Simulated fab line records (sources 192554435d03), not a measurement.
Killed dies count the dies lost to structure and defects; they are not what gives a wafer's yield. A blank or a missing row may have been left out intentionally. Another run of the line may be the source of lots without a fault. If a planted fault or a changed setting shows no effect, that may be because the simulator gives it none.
Chamber matching :: flow n5_finfet :: rie_diel-06 running N5_BEOL_M11_ETCH_66: 4 sister chambers
The step etches SOC in N2/H2, target depth 120 nm, overetch 24 nm, time 180 s. 16 wafers are shown with their chamber, then 8 later ones without.

== EACH WAFER AND ITS CHAMBER ==
wafer: L076.3
chamber: 3
showerhead_plenum_p_Torr (Torr): 2.59
drypump_motor_current_A (A): 5.8
throttle_valve_pct (%): 17.4

wafer: L076.4
chamber: 0
showerhead_plenum_p_Torr (Torr): 2.61
drypump_motor_current_A (A): 5.7
throttle_valve_pct (%): 17.9

wafer: L076.6
chamber: 0
showerhead_plenum_p_Torr (Torr): 2.61
drypump_motor_current_A (A): 5.7
throttle_valve_pct (%): 17.9

wafer: L079.2
chamber: 1
showerhead_plenum_p_Torr (Torr): 2.50
drypump_motor_current_A (A): 5.9
throttle_valve_pct (%): 18.4

wafer: L079.4
chamber: 1
showerhead_plenum_p_Torr (Torr): 2.50
drypump_motor_current_A (A): 5.9
throttle_valve_pct (%): 18.4

wafer: L079.6
chamber: 3
showerhead_plenum_p_Torr (Torr): 2.59
drypump_motor_current_A (A): 5.8
throttle_valve_pct (%): 17.4

wafer: L080.1
chamber: 2
showerhead_plenum_p_Torr (Torr): 2.56
drypump_motor_current_A (A): 5.2
throttle_valve_pct (%): 18.1

wafer: L080.4
chamber: 3
showerhead_plenum_p_Torr (Torr): 2.59
drypump_motor_current_A (A): 5.8
throttle_valve_pct (%): 17.4

wafer: L080.5
chamber: 1
showerhead_plenum_p_Torr (Torr): 2.50
drypump_motor_current_A (A): 5.9
throttle_valve_pct (%): 18.4

wafer: L081.3
chamber: 2
showerhead_plenum_p_Torr (Torr): 2.56
drypump_motor_current_A (A): 5.2
throttle_valve_pct (%): 18.1

wafer: L081.5
chamber: 0
showerhead_plenum_p_Torr (Torr): 2.61
drypump_motor_current_A (A): 5.7
throttle_valve_pct (%): 17.5

wafer: L081.6
chamber: 1
showerhead_plenum_p_Torr (Torr): 2.50
drypump_motor_current_A (A): 5.9
throttle_valve_pct (%): 18.4

wafer: L082.1
chamber: 3
showerhead_plenum_p_Torr (Torr): 2.59
drypump_motor_current_A (A): 5.8
throttle_valve_pct (%): 17.5

wafer: L082.3
chamber: 1
showerhead_plenum_p_Torr (Torr): 2.50
drypump_motor_current_A (A): 5.9
throttle_valve_pct (%): 18.4

wafer: L082.5
chamber: 3
showerhead_plenum_p_Torr (Torr): 2.59
drypump_motor_current_A (A): 5.8
throttle_valve_pct (%): 17.4

wafer: L083.2
chamber: 0
showerhead_plenum_p_Torr (Torr): 2.60
drypump_motor_current_A (A): 5.8
throttle_valve_pct (%): 17.5

SIGNATURES (means of the wafers above)
reading: showerhead_plenum_p_Torr
chamber 0: 2.6075
chamber 1: 2.5000
chamber 2: 2.5600
chamber 3: 2.5900
scatter within a chamber: 0.0025

reading: drypump_motor_current_A
chamber 0: 5.725
chamber 1: 5.900
chamber 2: 5.200
chamber 3: 5.800
scatter within a chamber: 0.025

reading: throttle_valve_pct
chamber 0: 17.700
chamber 1: 18.400
chamber 2: 18.100
chamber 3: 17.420
scatter within a chamber: 0.118
Rule: a wafer lies at a distance from a chamber equal to the root of the sum of squares, over the readings, of (its reading less the chamber's mean, divided by the reading's scatter). The wafer belongs to the nearest chamber; if the next one is less than 2 further off, it can't be placed. How the scatter is found: for the shown wafers, subtract from each reading the mean of its chamber, square and add these, divide the total by (wafers less chambers), then take the root.

== WAFERS WHOSE CHAMBER IS MISSING ==
wafer: L083.5
showerhead_plenum_p_Torr (Torr): 2.56
drypump_motor_current_A (A): 5.2
throttle_valve_pct (%): 18.1

wafer: L083.6
showerhead_plenum_p_Torr (Torr): 2.60
drypump_motor_current_A (A): 5.8
throttle_valve_pct (%): 17.5

wafer: L094.1
showerhead_plenum_p_Torr (Torr): 2.59
drypump_motor_current_A (A): 5.7
throttle_valve_pct (%): 17.5

wafer: L094.5
showerhead_plenum_p_Torr (Torr): 2.49
drypump_motor_current_A (A): 5.9
throttle_valve_pct (%): 18.0

wafer: L094.6
showerhead_plenum_p_Torr (Torr): 2.55
drypump_motor_current_A (A): 5.2
throttle_valve_pct (%): 18.1

wafer: L096.1
showerhead_plenum_p_Torr (Torr): 2.59
drypump_motor_current_A (A): 5.8
throttle_valve_pct (%): 17.5

wafer: L096.2
showerhead_plenum_p_Torr (Torr): 2.58
drypump_motor_current_A (A): 5.8
throttle_valve_pct (%): 17.5

wafer: L096.3
showerhead_plenum_p_Torr (Torr): 2.49
drypump_motor_current_A (A): 5.9
throttle_valve_pct (%): 18.0

== WHICH CHAMBER EACH ONE RAN IN ==
wafer: L083.5
from the rows above: 2
in truth: 2

wafer: L083.6
from the rows above: can't be placed: 3 or 0
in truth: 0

wafer: L094.1
from the rows above: 3
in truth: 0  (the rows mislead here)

wafer: L094.5
from the rows above: 1
in truth: 1

wafer: L094.6
from the rows above: 2
in truth: 2

wafer: L096.1
from the rows above: 3
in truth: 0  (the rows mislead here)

wafer: L096.2
from the rows above: 3
in truth: 3

wafer: L096.3
from the rows above: 1
in truth: 1
Correct placement for 5 of the 8. From these rows, 1 cannot be placed; in 1 the true chamber is one of the candidates. 2 placed wrongly.
